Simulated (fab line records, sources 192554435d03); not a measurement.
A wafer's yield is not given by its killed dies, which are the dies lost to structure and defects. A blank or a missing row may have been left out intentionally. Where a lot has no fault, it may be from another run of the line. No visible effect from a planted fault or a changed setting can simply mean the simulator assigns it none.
Matching of chambers / flow n5_finfet / N5_ILD0_CMP_07 on cmp-02: 4 sister chambers
The step polishes SiO2 flowable, stops on poly-Si, t overpolish 1.18 s, target thk 138.88 nm. 14 wafers are shown with their chamber, then 7 later ones without.

WAFERS WITH THEIR CHAMBER
wafer=L074.2; chamber=0; motor_current_A (A)=12.8
wafer=L074.3; chamber=3; motor_current_A (A)=13.3
wafer=L074.5; chamber=3; motor_current_A (A)=14.1
wafer=L081.1; chamber=1; motor_current_A (A)=12.4
wafer=L081.2; chamber=0; motor_current_A (A)=12.7
wafer=L081.5; chamber=2; motor_current_A (A)=10.1
wafer=L082.1; chamber=3; motor_current_A (A)=13.3
wafer=L082.3; chamber=1; motor_current_A (A)=11.8
wafer=L082.4; chamber=0; motor_current_A (A)=12.9
wafer=L083.1; chamber=2; motor_current_A (A)=11.0
wafer=L083.3; chamber=3; motor_current_A (A)=13.6
wafer=L083.6; chamber=3; motor_current_A (A)=13.4
wafer=L084.1; chamber=2; motor_current_A (A)=10.3
wafer=L084.3; chamber=1; motor_current_A (A)=12.3

SIGNATURES, as means of the wafers listed above
reading=motor_current_A; chamber 0=12.800; chamber 1=12.167; chamber 2=10.467; chamber 3=13.540; scatter within a chamber=0.335
Rule: distance of a wafer from a chamber = root of the sum over the readings of ((wafer's reading minus chamber's mean) / reading's scatter) squared. The wafer belongs to the nearest chamber; if the next one is less than 2 further off, it can't be placed. The scatter: the root of (the sum of the squares of (reading less its chamber's mean) over the shown wafers, divided by (wafers less chambers)).

WAFERS WITHOUT THEIR CHAMBER
wafer=L084.4; motor_current_A (A)=13.2
wafer=L091.1; motor_current_A (A)=13.1
wafer=L091.2; motor_current_A (A)=10.6
wafer=L091.4; motor_current_A (A)=13.1
wafer=L093.1; motor_current_A (A)=13.4
wafer=L093.3; motor_current_A (A)=13.9
wafer=L093.6; motor_current_A (A)=11.8

EACH ONE'S CHAMBER
wafer=L084.4; from the rows above=can't be placed: 3 or 0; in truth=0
wafer=L091.1; from the rows above=can't be placed: 0 or 3 or 1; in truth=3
wafer=L091.2; from the rows above=2; in truth=2
wafer=L091.4; from the rows above=can't be placed: 0 or 3 or 1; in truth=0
wafer=L093.1; from the rows above=can't be placed: 3 or 0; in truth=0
wafer=L093.3; from the rows above=3; in truth=3
wafer=L093.6; from the rows above=can't be placed: 1 or 0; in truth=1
2 of 7 placed correctly. From these rows, 5 cannot be placed; in 5 the true chamber is one of the candidates. Number placed wrongly: 0.
